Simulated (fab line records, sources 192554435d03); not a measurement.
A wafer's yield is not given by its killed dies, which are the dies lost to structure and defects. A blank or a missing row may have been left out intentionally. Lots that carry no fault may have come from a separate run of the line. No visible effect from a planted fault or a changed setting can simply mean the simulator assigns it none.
fab line records / flow n5Finfet / part 2 of 2: steps 19 to 27 of 27
record lots=5 wafers=15 lastDay=16
route steps=1938 shown BEOL_M12@1634 BEOL_M13@1659
lots that met no fault: taken from a fault-free run of the same line
startH: start of the lot's first displayed wafer, in hours after the record's first day / waitH: time in hours since the lot's previous step / " identical to the entry in the row above / L1.1+2: a row that stands for several wafers / - value missing, or start not given / * or withheld: withheld / < > ~ a bound
route shown NAME@n: names a module that has steps shown in the file, with the first one's number in the route / usual: the fault-free wafers' mean and standard deviation / same: alike in all rows / chamber/n: place in a boat / sites: the reading at each site / _std_site: the standard deviation of these / _edge_site: outer sites' mean less inner sites' / radiusMm: for every site, how far away it sits from the centre of the wafer / mask NAME#n: copy n / behind: the tool/chamber that last shaped the wafer / hold: reason for holding the lot/hours on hold/outcome of the hold / device: whichever transistor did not switch (one of n, p or np) / end of line: at the end of the route, the tests of the same wafers / a step without rows: its recipe alone / killed: at the first sort, the dies lost to defects and structure; wafer yield is something else / map: dies across one wafer; x = killed, . = not, _ = none there
set.NAME: the run value of the setting; set.NAME@STEP: its run value at that earlier step / model.NAME: the simulator's own value behind a step, which no gauge read
lots at selected steps of the route; one table per step, one row per wafer
services: a tool's chamber out of use, with start hour (startH, from the record's first day; less than 0 if before it), hours out, and reason
## steps
# step N5_BEOL_M12_ANNEAL_48
# recipe tempC=225 timeS=90 ambient=N2
# usual annealTempC=224.98/0.17 wafer_temp_C_max=226.19/0.27
# same timeS=90
lot.wafer=L076.2 tool=rtpAnneal-01 chamber=0 startH=263.14 waitH=0.1 annealTempC=225.12 wafer_temp_C_max=226.07
lot.wafer=L076.3 tool=rtpAnneal-01 chamber=0 startH=263.14 waitH=0.1 annealTempC=225.20 wafer_temp_C_max=226.21
lot.wafer=L076.6 tool=rtpAnneal-01 chamber=0 startH=263.14 waitH=0.1 annealTempC=224.91 wafer_temp_C_max=225.70
lot.wafer=L077.2 tool=rtpAnneal-01 chamber=0 startH=266.00 waitH=0.4 annealTempC=224.71 wafer_temp_C_max=226.77
lot.wafer=L077.4 tool=rtpAnneal-01 chamber=0 startH=266.00 waitH=0.4 annealTempC=224.68 wafer_temp_C_max=226.59
lot.wafer=L077.6 tool=rtpAnneal-01 chamber=0 startH=266.00 waitH=0.4 annealTempC=224.97 wafer_temp_C_max=226.16
lot.wafer=L086.2 tool=rtpAnneal-01 chamber=0 startH=310.35 waitH=0.3 annealTempC=225.02 wafer_temp_C_max=226.42
lot.wafer=L086.5 tool=rtpAnneal-01 chamber=0 startH=310.35 waitH=0.3 annealTempC=225.09 wafer_temp_C_max=225.79
lot.wafer=L086.6 tool=rtpAnneal-01 chamber=0 startH=310.35 waitH=0.3 annealTempC=225.41 wafer_temp_C_max=225.88
lot.wafer=L087.1 tool=rtpAnneal-02 chamber=0 startH=318.58 waitH=0.1 annealTempC=225.24 wafer_temp_C_max=226.39
lot.wafer=L087.4 tool=rtpAnneal-02 chamber=0 startH=318.58 waitH=0.1 annealTempC=225.04 wafer_temp_C_max=225.80
lot.wafer=L087.6 tool=rtpAnneal-02 chamber=0 startH=318.58 waitH=0.1 annealTempC=224.86 wafer_temp_C_max=225.91
lot.wafer=L091.2 tool=rtpAnneal-02 chamber=0 startH=347.06 waitH=0.1 annealTempC=225.03 wafer_temp_C_max=226.04
lot.wafer=L091.4 tool=rtpAnneal-02 chamber=0 startH=347.06 waitH=0.1 annealTempC=224.97 wafer_temp_C_max=226.30
lot.wafer=L091.5 tool=rtpAnneal-02 chamber=0 startH=347.06 waitH=0.1 annealTempC=224.88 wafer_temp_C_max=226.29
# step N5_BEOL_M12_CMP_49
# recipe stopOn=SiOC tOverpolishS=20.6 downForcePsi=1 platenRpm=50 clearingPlatenDownForcePsi=1.5 clearingPlatenRpm=50 postCmpClean=cuAlkaline targetThkNm=320 clearingPlatenPadVelocityMS=0.99484 padVelocityMS=0.99484
# usual barrierFieldEndpointS=30.3/0.71 clearingPlatenDownForcePsi=1.500/0.0035 motorCurrentA=6.1/0.56 overpolishRunS=20.599/0.0081 padLifeWafers=758/590
lot.wafer=L076.2 tool=cmp-03 chamber=0 startH=263.43 waitH=0.2 barrierFieldEndpointS=30.4 clearingPlatenDownForcePsi=1.508 motorCurrentA=7.1 overpolishRunS=20.605 padLifeWafers=163
lot.wafer=L076.3 tool=cmp-03 chamber=2 startH=263.43 waitH=0.2 barrierFieldEndpointS=30.1 clearingPlatenDownForcePsi=1.504 motorCurrentA=6.2 overpolishRunS=20.600 padLifeWafers=165
lot.wafer=L076.6 tool=cmp-03 chamber=0 startH=263.43 waitH=0.2 barrierFieldEndpointS=29.4 clearingPlatenDownForcePsi=1.505 motorCurrentA=7.0 overpolishRunS=20.586 padLifeWafers=-
lot.wafer=L077.2 tool=cmp-01 chamber=1 startH=266.29 waitH=0.2 barrierFieldEndpointS=29.7 clearingPlatenDownForcePsi=1.501 motorCurrentA=6.1 overpolishRunS=20.604 padLifeWafers=175
lot.wafer=L077.4 tool=cmp-01 chamber=3 startH=266.29 waitH=0.2 barrierFieldEndpointS=31.9 clearingPlatenDownForcePsi=1.502 motorCurrentA=6.2 overpolishRunS=20.592 padLifeWafers=177
lot.wafer=L077.6 tool=cmp-01 chamber=0 startH=266.29 waitH=0.2 barrierFieldEndpointS=29.6 clearingPlatenDownForcePsi=1.503 motorCurrentA=7.5 overpolishRunS=20.593 padLifeWafers=-
lot.wafer=L086.2 tool=cmp-01 chamber=3 startH=310.65 waitH=0.3 barrierFieldEndpointS=31.3 clearingPlatenDownForcePsi=1.502 motorCurrentA=6.2 overpolishRunS=20.599 padLifeWafers=529
lot.wafer=L086.6 tool=cmp-01 chamber=2 startH=310.65 waitH=0.3 barrierFieldEndpointS=29.8 clearingPlatenDownForcePsi=1.496 motorCurrentA=6.1 overpolishRunS=20.591 padLifeWafers=-
lot.wafer=L086.5 tool=cmp-01 chamber=3 startH=310.65 waitH=0.3 barrierFieldEndpointS=30.7 clearingPlatenDownForcePsi=1.496 motorCurrentA=5.9 overpolishRunS=20.594 padLifeWafers=-
lot.wafer=L087.1 tool=cmp-02 chamber=1 startH=318.88 waitH=0.3 barrierFieldEndpointS=31.1 clearingPlatenDownForcePsi=1.500 motorCurrentA=5.5 overpolishRunS=20.591 padLifeWafers=12
lot.wafer=L087.4 tool=cmp-02 chamber=3 startH=318.88 waitH=0.3 barrierFieldEndpointS=30.7 clearingPlatenDownForcePsi=1.493 motorCurrentA=6.5 overpolishRunS=20.605 padLifeWafers=14
lot.wafer=L087.6 tool=cmp-02 chamber=1 startH=318.88 waitH=0.3 barrierFieldEndpointS=30.6 clearingPlatenDownForcePsi=1.501 motorCurrentA=5.4 overpolishRunS=20.595 padLifeWafers=-
lot.wafer=L091.2 tool=cmp-03 chamber=1 startH=347.35 waitH=0.2 barrierFieldEndpointS=30.6 clearingPlatenDownForcePsi=1.495 motorCurrentA=5.9 overpolishRunS=20.592 padLifeWafers=841
lot.wafer=L091.4 tool=cmp-03 chamber=2 startH=347.35 waitH=0.2 barrierFieldEndpointS=30.2 clearingPlatenDownForcePsi=1.498 motorCurrentA=6.2 overpolishRunS=20.593 padLifeWafers=842
lot.wafer=L091.5 tool=cmp-03 chamber=0 startH=347.35 waitH=0.2 barrierFieldEndpointS=29.1 clearingPlatenDownForcePsi=1.503 motorCurrentA=7.2 overpolishRunS=20.611 padLifeWafers=-
# step N5_BEOL_M12_THK_MEAS_50
# recipe thkMeasGauge=xrf reads=Cu_of_BEOL_M12_ECD_47
# usual M12_THK=321/5
lot.wafer=L076.2 tool=filmMetro-01 chamber=- startH=263.69 waitH=- M12_THK[nm]=328
lot.wafer=L076.3 tool=filmMetro-01 chamber=- startH=263.69 waitH=- M12_THK[nm]=320
lot.wafer=L076.6 tool=filmMetro-01 chamber=- startH=263.69 waitH=- M12_THK[nm]=317
lot.wafer=L077.2 tool=filmMetro-01 chamber=- startH=266.54 waitH=- M12_THK[nm]=320
lot.wafer=L077.4 tool=filmMetro-01 chamber=- startH=266.54 waitH=- M12_THK[nm]=318
lot.wafer=L077.6 tool=filmMetro-01 chamber=- startH=266.54 waitH=- M12_THK[nm]=320
lot.wafer=L086.2 tool=filmMetro-01 chamber=- startH=310.91 waitH=- M12_THK[nm]=328
lot.wafer=L086.5 tool=filmMetro-01 chamber=- startH=310.91 waitH=- M12_THK[nm]=327
lot.wafer=L086.6 tool=filmMetro-01 chamber=- startH=310.91 waitH=- M12_THK[nm]=328
lot.wafer=L087.1 tool=filmMetro-01 chamber=- startH=319.17 waitH=- M12_THK[nm]=312
lot.wafer=L087.4 tool=filmMetro-01 chamber=- startH=319.17 waitH=- M12_THK[nm]=317
lot.wafer=L087.6 tool=filmMetro-01 chamber=- startH=319.17 waitH=- M12_THK[nm]=316
lot.wafer=L091.2 tool=filmMetro-02 chamber=- startH=347.61 waitH=- M12_THK[nm]=319
lot.wafer=L091.4 tool=filmMetro-02 chamber=- startH=347.61 waitH=- M12_THK[nm]=317
lot.wafer=L091.5 tool=filmMetro-02 chamber=- startH=347.61 waitH=- M12_THK[nm]=311
# step N5_BEOL_M12_PRE_CLEAN_52
# recipe gas=NH3 timeS=15 tempC=withheld rfPowerW=300
# same timeS=15
lot.wafer=L076.2+3+6 tool=pecvd-02 chamber=2,0,0 startH=263.73 waitH=0.0
lot.wafer=L077.2+4+6 tool=pecvd-02 chamber=1,2,1 startH=266.58 waitH=0.0
lot.wafer=L086.2+5+6 tool=pecvd-04 chamber=0,0,2 startH=310.94 waitH=0.0
lot.wafer=L087.1+4+6 tool=pecvd-01 chamber=0,2,1 startH=319.21 waitH=0.0
lot.wafer=L091.2+4+5 tool=pecvd-01 chamber=0,0,1 startH=347.65 waitH=0.0
# step N5_BEOL_M12_DEP_53
# recipe material=SiCN targetThkA=300 tempC=withheld precursor=3MS/NH3 pressureTorr=3 rfW=675 timeS=10.5
# usual showerheadPlenumPTorr=4.165/0.018 throttleValvePct=18.0/0.89
# same timeS=10.5
lot.wafer=L076.2 tool=pecvd-02 chamber=2 startH=263.75 waitH=0.0 showerheadPlenumPTorr=4.156 throttleValvePct=17.6
lot.wafer=L076.3 tool=pecvd-02 chamber=0 startH=263.75 waitH=0.0 showerheadPlenumPTorr=4.182 throttleValvePct=17.7
lot.wafer=L076.6 tool=pecvd-02 chamber=0 startH=263.75 waitH=0.0 showerheadPlenumPTorr=4.189 throttleValvePct=17.8
lot.wafer=L077.2 tool=pecvd-02 chamber=1 startH=266.60 waitH=0.0 showerheadPlenumPTorr=4.161 throttleValvePct=19.3
lot.wafer=L077.4 tool=pecvd-02 chamber=2 startH=266.60 waitH=0.0 showerheadPlenumPTorr=4.150 throttleValvePct=17.6
lot.wafer=L077.6 tool=pecvd-02 chamber=1 startH=266.60 waitH=0.0 showerheadPlenumPTorr=4.175 throttleValvePct=19.4
lot.wafer=L086.2 tool=pecvd-04 chamber=0 startH=310.97 waitH=0.0 showerheadPlenumPTorr=4.128 throttleValvePct=19.2
lot.wafer=L086.5 tool=pecvd-04 chamber=0 startH=310.97 waitH=0.0 showerheadPlenumPTorr=4.144 throttleValvePct=19.4
lot.wafer=L086.6 tool=pecvd-04 chamber=2 startH=310.97 waitH=0.0 showerheadPlenumPTorr=4.155 throttleValvePct=16.9
lot.wafer=L087.1 tool=pecvd-01 chamber=0 startH=319.24 waitH=0.0 showerheadPlenumPTorr=4.153 throttleValvePct=19.1
lot.wafer=L087.4 tool=pecvd-01 chamber=2 startH=319.24 waitH=0.0 showerheadPlenumPTorr=4.146 throttleValvePct=16.7
lot.wafer=L087.6 tool=pecvd-01 chamber=1 startH=319.24 waitH=0.0 showerheadPlenumPTorr=4.186 throttleValvePct=17.8
lot.wafer=L091.2 tool=pecvd-01 chamber=0 startH=347.67 waitH=0.0 showerheadPlenumPTorr=4.143 throttleValvePct=19.3
lot.wafer=L091.4 tool=pecvd-01 chamber=0 startH=347.67 waitH=0.0 showerheadPlenumPTorr=4.156 throttleValvePct=19.4
lot.wafer=L091.5 tool=pecvd-01 chamber=1 startH=347.67 waitH=0.0 showerheadPlenumPTorr=4.183 throttleValvePct=17.9
# step N5_BEOL_M12_RS_MEAS_54
# recipe thkMeasGauge=four-point-probe reads=Cu_of_BEOL_M12_ECD_47+Ta_of_BEOL_M12_SPUTTER_44+TaN_of_BEOL_M12_SPUTTER_43
# usual M12_RS=0.0602/0.00088
lot.wafer=L076.2 tool=filmMetro-01 chamber=- startH=263.81 waitH=0.0 M12_RS[ohm/sq]=0.0594
lot.wafer=L076.3 tool=filmMetro-01 chamber=- startH=263.81 waitH=0.0 M12_RS[ohm/sq]=0.0612
lot.wafer=L076.6 tool=filmMetro-01 chamber=- startH=263.81 waitH=0.0 M12_RS[ohm/sq]=0.0618
lot.wafer=L077.2 tool=filmMetro-02 chamber=- startH=266.67 waitH=0.0 M12_RS[ohm/sq]=0.0598
lot.wafer=L077.4 tool=filmMetro-02 chamber=- startH=266.67 waitH=0.0 M12_RS[ohm/sq]=0.0603
lot.wafer=L077.6 tool=filmMetro-02 chamber=- startH=266.67 waitH=0.0 M12_RS[ohm/sq]=0.0599
lot.wafer=L086.2 tool=filmMetro-01 chamber=- startH=311.03 waitH=0.0 M12_RS[ohm/sq]=0.0592
lot.wafer=L086.5 tool=filmMetro-01 chamber=- startH=311.03 waitH=0.0 M12_RS[ohm/sq]=0.0598
lot.wafer=L086.6 tool=filmMetro-01 chamber=- startH=311.03 waitH=0.0 M12_RS[ohm/sq]=0.0593
lot.wafer=L087.1 tool=filmMetro-01 chamber=- startH=319.30 waitH=0.0 M12_RS[ohm/sq]=0.0618
lot.wafer=L087.4 tool=filmMetro-01 chamber=- startH=319.30 waitH=0.0 M12_RS[ohm/sq]=0.0608
lot.wafer=L087.6 tool=filmMetro-01 chamber=- startH=319.30 waitH=0.0 M12_RS[ohm/sq]=0.0610
lot.wafer=L091.2 tool=filmMetro-02 chamber=- startH=347.73 waitH=0.0 M12_RS[ohm/sq]=0.0595
lot.wafer=L091.4 tool=filmMetro-02 chamber=- startH=347.73 waitH=0.0 M12_RS[ohm/sq]=0.0600
lot.wafer=L091.5 tool=filmMetro-02 chamber=- startH=347.73 waitH=0.0 M12_RS[ohm/sq]=0.0610
# step N5_BEOL_M12_INSPECT_55
# recipe inspectInstrument=darkfield mode=postDep
# usual rawDefectCount=63/18
lot.wafer=L076.2 tool=defectInspect-02 chamber=- startH=263.84 waitH=0.0 rawDefectCount=85
lot.wafer=L076.3 tool=defectInspect-02 chamber=- startH=263.84 waitH=0.0 rawDefectCount=55
lot.wafer=L076.6 tool=defectInspect-02 chamber=- startH=263.84 waitH=0.0 rawDefectCount=52
lot.wafer=L077.2 tool=defectInspect-01 chamber=- startH=266.69 waitH=0.0 rawDefectCount=37
lot.wafer=L077.4 tool=defectInspect-01 chamber=- startH=266.69 waitH=0.0 rawDefectCount=48
lot.wafer=L077.6 tool=defectInspect-01 chamber=- startH=266.69 waitH=0.0 rawDefectCount=77
lot.wafer=L086.2 tool=defectInspect-01 chamber=- startH=311.06 waitH=0.0 rawDefectCount=68
lot.wafer=L086.5 tool=defectInspect-01 chamber=- startH=311.06 waitH=0.0 rawDefectCount=63
lot.wafer=L086.6 tool=defectInspect-01 chamber=- startH=311.06 waitH=0.0 rawDefectCount=64
lot.wafer=L087.1 tool=defectInspect-02 chamber=- startH=319.33 waitH=0.0 rawDefectCount=48
lot.wafer=L087.4 tool=defectInspect-02 chamber=- startH=319.33 waitH=0.0 rawDefectCount=57
lot.wafer=L087.6 tool=defectInspect-02 chamber=- startH=319.33 waitH=0.0 rawDefectCount=62
lot.wafer=L091.2 tool=defectInspect-01 chamber=- startH=347.76 waitH=0.0 rawDefectCount=81
lot.wafer=L091.4 tool=defectInspect-01 chamber=- startH=347.76 waitH=0.0 rawDefectCount=55
lot.wafer=L091.5 tool=defectInspect-01 chamber=- startH=347.76 waitH=0.0 rawDefectCount=81
# step N5_BEOL_M13_ILD_DEP_00
# recipe material=SiOC targetThkA=8379.2 tempC=350 precursor=DEMS/O2 pressureTorr=5 rfW=500 timeS=166.4
# usual heaterPowerW=485/59 showerheadPlenumPTorr=5.703/0.018 throttleValvePct=12.0/0.69
# same timeS=166.4
lot.wafer=L076.2 tool=pecvd-03 chamber=1 startH=263.88 waitH=0.0 heaterPowerW=463 showerheadPlenumPTorr=5.721 throttleValvePct=12.9
lot.wafer=L076.3 tool=pecvd-03 chamber=0 startH=263.88 waitH=0.0 heaterPowerW=549 showerheadPlenumPTorr=5.714 throttleValvePct=12.4
lot.wafer=L076.6 tool=pecvd-03 chamber=1 startH=263.88 waitH=0.0 heaterPowerW=482 showerheadPlenumPTorr=5.726 throttleValvePct=12.9
lot.wafer=L077.2 tool=pecvd-01 chamber=1 startH=266.73 waitH=0.0 heaterPowerW=509 showerheadPlenumPTorr=5.710 throttleValvePct=11.9
lot.wafer=L077.4 tool=pecvd-01 chamber=2 startH=266.73 waitH=0.0 heaterPowerW=448 showerheadPlenumPTorr=5.684 throttleValvePct=11.0
lot.wafer=L077.6 tool=pecvd-01 chamber=1 startH=266.73 waitH=0.0 heaterPowerW=514 showerheadPlenumPTorr=5.703 throttleValvePct=11.5
lot.wafer=L086.2 tool=pecvd-03 chamber=1 startH=311.10 waitH=0.0 heaterPowerW=499 showerheadPlenumPTorr=5.726 throttleValvePct=12.6
lot.wafer=L086.5 tool=pecvd-03 chamber=2 startH=311.10 waitH=0.0 heaterPowerW=508 showerheadPlenumPTorr=5.696 throttleValvePct=11.2
lot.wafer=L086.6 tool=pecvd-03 chamber=1 startH=311.10 waitH=0.0 heaterPowerW=405 showerheadPlenumPTorr=5.714 throttleValvePct=12.6
lot.wafer=L087.1 tool=pecvd-04 chamber=2 startH=319.36 waitH=0.0 heaterPowerW=504 showerheadPlenumPTorr=5.690 throttleValvePct=11.4
lot.wafer=L087.4 tool=pecvd-04 chamber=0 startH=319.36 waitH=0.0 heaterPowerW=444 showerheadPlenumPTorr=5.682 throttleValvePct=12.8
lot.wafer=L087.6 tool=pecvd-04 chamber=2 startH=319.36 waitH=0.0 heaterPowerW=526 showerheadPlenumPTorr=5.679 throttleValvePct=11.4
lot.wafer=L091.2 tool=pecvd-04 chamber=1 startH=347.80 waitH=0.0 heaterPowerW=556 showerheadPlenumPTorr=5.706 throttleValvePct=11.5
lot.wafer=L091.4 tool=pecvd-04 chamber=1 startH=347.80 waitH=0.0 heaterPowerW=570 showerheadPlenumPTorr=5.720 throttleValvePct=11.5
lot.wafer=L091.5 tool=pecvd-04 chamber=0 startH=347.80 waitH=0.0 heaterPowerW=418 showerheadPlenumPTorr=5.675 throttleValvePct=12.7
# step N5_BEOL_M13_THK_MEAS_01
# recipe reads=SiOC_of_BEOL_M13_ILD_DEP_00
# usual M13_ILD_THK=837/13
lot.wafer=L076.2 tool=filmMetro-02 chamber=- startH=264.03 waitH=0.1 M13_ILD_THK[nm]=823
lot.wafer=L076.3 tool=filmMetro-02 chamber=- startH=264.03 waitH=0.1 M13_ILD_THK[nm]=816
lot.wafer=L076.6 tool=filmMetro-02 chamber=- startH=264.03 waitH=0.1 M13_ILD_THK[nm]=840
lot.wafer=L077.2 tool=filmMetro-02 chamber=- startH=266.88 waitH=0.1 M13_ILD_THK[nm]=830
lot.wafer=L077.4 tool=filmMetro-02 chamber=- startH=266.88 waitH=0.1 M13_ILD_THK[nm]=839
lot.wafer=L077.6 tool=filmMetro-02 chamber=- startH=266.88 waitH=0.1 M13_ILD_THK[nm]=837
lot.wafer=L086.2 tool=filmMetro-02 chamber=- startH=311.25 waitH=0.1 M13_ILD_THK[nm]=825
lot.wafer=L086.5 tool=filmMetro-02 chamber=- startH=311.25 waitH=0.1 M13_ILD_THK[nm]=843
lot.wafer=L086.6 tool=filmMetro-02 chamber=- startH=311.25 waitH=0.1 M13_ILD_THK[nm]=835
lot.wafer=L087.1 tool=filmMetro-02 chamber=- startH=319.51 waitH=0.1 M13_ILD_THK[nm]=835
lot.wafer=L087.4 tool=filmMetro-02 chamber=- startH=319.51 waitH=0.1 M13_ILD_THK[nm]=856
lot.wafer=L087.6 tool=filmMetro-02 chamber=- startH=319.51 waitH=0.1 M13_ILD_THK[nm]=858
lot.wafer=L091.2 tool=filmMetro-01 chamber=- startH=347.95 waitH=0.1 M13_ILD_THK[nm]=843
lot.wafer=L091.4 tool=filmMetro-01 chamber=- startH=347.95 waitH=0.1 M13_ILD_THK[nm]=853
lot.wafer=L091.5 tool=filmMetro-01 chamber=- startH=347.95 waitH=0.1 M13_ILD_THK[nm]=847
## services
tool=cmp-01 chamber=- startH=236.34 hours=4.0 kind=pm
tool=cmp-03 chamber=- startH=237.81 hours=4.0 kind=pm
tool=pecvd-01 chamber=2 startH=247.92 hours=5.4 kind=repair
tool=plasmaAsher-01 chamber=- startH=249.60 hours=6.8 kind=repair
tool=rieDiel-05 chamber=1 startH=251.98 hours=3.1 kind=repair
tool=plasmaAsher-01 chamber=- startH=263.14 hours=2.8 kind=pm
tool=cmp-03 chamber=- startH=265.33 hours=1.6 kind=repair
tool=pecvd-03 chamber=0 startH=275.91 hours=7.4 kind=repair
tool=pecvd-01 chamber=0 startH=278.24 hours=12.8 kind=repair
tool=pecvd-04 chamber=- startH=278.25 hours=1.6 kind=repair
tool=pvdSputter-03 chamber=- startH=279.46 hours=4.2 kind=repair
tool=rieDiel-01 chamber=2 startH=285.88 hours=1.5 kind=repair
tool=rieDiel-01 chamber=0 startH=288.34 hours=2.1 kind=repair
tool=ecdCu-01 chamber=- startH=290.00 hours=6.6 kind=pm
tool=pecvd-03 chamber=1 startH=301.75 hours=6.2 kind=repair
tool=cmp-03 chamber=- startH=306.77 hours=5.1 kind=pm
tool=pecvd-02 chamber=- startH=308.21 hours=5.5 kind=pm
tool=cmp-02 chamber=- startH=313.69 hours=4.0 kind=pm
tool=cmp-01 chamber=- startH=313.93 hours=4.5 kind=pm
tool=wetBench-03 chamber=- startH=317.76 hours=1.9 kind=pm
tool=rieDiel-06 chamber=3 startH=325.99 hours=4.0 kind=repair
tool=rieDiel-06 chamber=2 startH=334.33 hours=4.9 kind=repair
tool=rieDiel-06 chamber=3 startH=343.16 hours=4.0 kind=repair
tool=wetBench-03 chamber=- startH=346.62 hours=6.0 kind=repair
